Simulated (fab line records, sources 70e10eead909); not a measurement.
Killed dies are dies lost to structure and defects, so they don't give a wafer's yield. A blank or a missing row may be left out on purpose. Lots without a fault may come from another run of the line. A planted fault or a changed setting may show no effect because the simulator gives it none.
A struck lot beside a sound one | flow nand_harc | 14 steps out of a route of 1302
Sound: wafers L271.2, L271.4, L271.6. Struck: wafers L265.2, L265.3. (L265.1 of the same lot was not struck and is left out.) The cause comes at the end.
At each step with rows: each side's tool, then ch and its chambers, then its first start. Under that, the readings that differ: sound wafers | struck wafers | difference of the means | sigmas: that difference in standard deviations of wafers without a fault.
alike: readings whose means differ by less than 2 such deviations, and words and numbers that are the same on both sides. not compared: withheld readings, readings that some wafer has no value for, bounds like >300 that may hide the same value, and numbers for which the record gives no deviation and whose values overlap.
The two part at a step that has a row with sigmas, a row that says differs or no value, or rows on one side only. Numbers that don't overlap but have no deviation are shown without sigmas and don't part them. A reading that every wafer of one side lacks parts them only if that side has two wafers or more.

first, 1 step without rows for these wafers: NHARC_A_ONON_D1_DEP_03 (target thk 1000 nm).
NHARC_A_ONON_D1_THK_MEAS_05: measures by ellipsometry.
  sound on film_metro-02, day 14 22:23; struck on film_metro-01, day 12 20:44
  alike: thk_nm
then, 1 step without rows for these wafers: NHARC_A_ONON_D1_DEP_06 (target thk 1000 nm).
NHARC_A_ONON_D1_THK_MEAS_08: measures by ellipsometry.
  sound on film_metro-01, day 14 22:57; struck on film_metro-01, day 12 21:19
  alike: thk_nm
then, 1 step without rows for these wafers: NHARC_A_ONON_D1_DEP_09 (target thk 1000 nm).
NHARC_A_ONON_D1_THK_MEAS_11: measures by ellipsometry.
  sound on film_metro-01, day 14 23:32; struck on film_metro-02, day 12 21:52
  alike: thk_nm
then, 1 step without rows for these wafers: NHARC_A_ONON_D1_DEP_12 (target thk 1000 nm).
NHARC_A_ONON_D1_THK_MEAS_14: measures by ellipsometry.
  sound on film_metro-02, day 15 00:07; struck on film_metro-02, day 12 22:26
  alike: thk_nm
then, 2 steps without rows for these wafers: NHARC_A_ONON_D1_ANNEAL_15 (time 3600 s); NHARC_A_ONON_D1_DEP_16 (target thk 1000 nm).
NHARC_A_ONON_D1_THK_MEAS_18: measures by ellipsometry.
  sound on film_metro-02, day 15 08:29; struck on film_metro-02, day 13 07:01
  alike: thk_nm
NHARC_A_ONON_D1_DEP_19: target thk 1000 nm.
  sound on pecvd_onon-03 ch 0, day 15 08:35; struck on pecvd_onon-04 ch 0, day 13 07:04
  alike: nh3_flow_sccm
NHARC_A_ONON_D1_THK_MEAS_21: measures by ellipsometry.
  sound on film_metro-01, day 15 09:02; struck on film_metro-02, day 13 07:37
  reading     | sound          | struck  | difference | sigmas
  thk_nm (nm) | 1003 1004 1003 | 922 923 | -81        | -8
then, 1 step without rows for these wafers: NHARC_A_ONON_D1_DEP_22 (target thk 1000 nm).

WHERE THEY PART
Only at NHARC_A_ONON_D1_THK_MEAS_21, within this record.

WHY: what the simulator had put in
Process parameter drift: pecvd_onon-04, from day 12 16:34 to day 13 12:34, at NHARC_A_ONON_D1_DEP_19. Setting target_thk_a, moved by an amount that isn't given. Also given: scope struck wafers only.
